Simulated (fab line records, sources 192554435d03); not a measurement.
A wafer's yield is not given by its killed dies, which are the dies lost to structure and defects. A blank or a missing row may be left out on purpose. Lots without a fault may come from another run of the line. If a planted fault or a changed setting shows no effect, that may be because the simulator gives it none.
A struck lot beside a sound one -- flow n5_finfet -- 15 steps out of a route of 1938
Sound: wafers L255.1, L255.3, L255.5. Wafers struck: L260.1, L260.2, L260.5. Last of all comes the cause.
At each step with rows: each side's tool, then ch and its chambers, then its first start. Under that, the readings that differ: sound wafers -- struck wafers -- difference of the means -- sigmas: that difference in standard deviations of wafers without a fault.
alike: same words and numbers on both sides, and readings whose means sit less than 2 such deviations apart. not compared: any withheld reading, any reading some wafer has no value for, any bound like >300 that may hide the same value, and any number with overlapping values for which the record gives no deviation.
The two part at a step that has a row with sigmas, a row that says differs or no value, or rows on one side only. When numbers do not overlap yet have no deviation, they are printed without sigmas and do not part them. A reading missing from all wafers of one side parts the sides only when that side holds two or more wafers.

first, 4 steps without rows for these wafers: N5_SD_EPI_N_WET_ETCH_43 (etches SiO2 in dHF, time 14 s, target depth 1.5 nm); N5_SD_EPI_N_STRIP_18 (strips in SPM, time 750 s); N5_SD_EPI_N_SRD_20 (time 30 s); N5_SD_EPI_N_PRECLEAN_48 (cleans in NF3:NH3, afs cycles 2, time 20 s, sublimation time 60 s).
N5_SD_EPI_N_VAPOR_ETCH_50: etches Si in HCl, time 54 s.
  sound on epi_rpcvd-02 ch 0, day 5 06:14; struck on epi_rpcvd-02 ch 0, day 6 09:46
  alike: throttle_valve_pct
then, 1 step without rows for these wafers: N5_SD_EPI_N_EPI_21 (deposits Si:P, time 690 s).
N5_SD_EPI_N_EPI_MEAS_23:
  struck on film_metro-01, day 6 11:40; sound on film_metro-01, day 5 08:08
  alike: thk_nm
then, 3 steps without rows for these wafers: N5_SD_EPI_N_PRECLEAN_24 (cleans in O3/DIW, time 60 s); N5_SD_EPI_N_SRD_25 (time 30 s); N5_SD_EPI_N_PRECLEAN_49 (cleans in NF3:NH3, afs cycles 1, time 20 s, sublimation time 60 s).
N5_SD_EPI_N_LINER_46: material SiNx, target thk 3 nm.
  sound on ald_sin-04 ch 0,2, day 5 08:28; struck on ald_sin-01 ch 1,3, day 6 12:06
  alike: heater_power_w
N5_SD_EPI_N_INSPECT_26: inspects for defects (darkfield).
  struck on defect_inspect-02, day 6 12:21; sound on defect_inspect-01, day 5 08:43
  alike: raw_defect_count
N5_SD_EPI_P_COAT_34: time 60 s, resist thk 350 nm.
  sound on litho_track-02 ch 0, day 5 08:44; struck on litho_track-02 ch 0, day 6 12:23
reading,sound,struck,difference,sigmas
spin_speed_rpm (rpm),1499.9 1500.1 1499.4,1573.7 1571.6 1573.2,+73.0,+79
model.SOC_of_SD_EPI_P_COAT_34.thk_nm (nm),350.4 350 348.6,341.2 342.4 342.2,-7.7,
then, 1 step without rows for these wafers: N5_SD_EPI_P_COAT_35 (time 60 s, resist thk 35 nm).
-- record jumps: 5 days separate the struck wafers' starts on either side; left off in module SD_EPI_P, taken up again in module BEOL_M4, whose first shown step is the route's number 1111 --
N5_BEOL_M4_RC_MEAS_101:
  sound on prober-02 ch 0, day 9 15:53; struck on prober-01 ch 0, day 11 02:55
reading,sound,struck,difference,sigmas
DIBL_P (mV/V),35.2 35.3 35.7,39.8 40.8 39.8,+4.7,+2
IOFF_P (nA/um),0.20 0.21 0.22,0.34 0.35 0.33,+0.13,+3
VT_P (mV),-251 -250 -248,-240 -241 -241,+9,+2
  alike: DIBL_N, IOFF_N, ION_N, ION_P, SS_N, SS_P, VT_N

## WHERE THEY PART
Last at N5_BEOL_M4_RC_MEAS_101 as far as this record goes, first at N5_SD_EPI_P_COAT_34.

WHY: the cause the simulator had injected
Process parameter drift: litho_track-02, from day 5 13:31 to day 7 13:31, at N5_SD_EPI_P_COAT_34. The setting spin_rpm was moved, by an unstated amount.
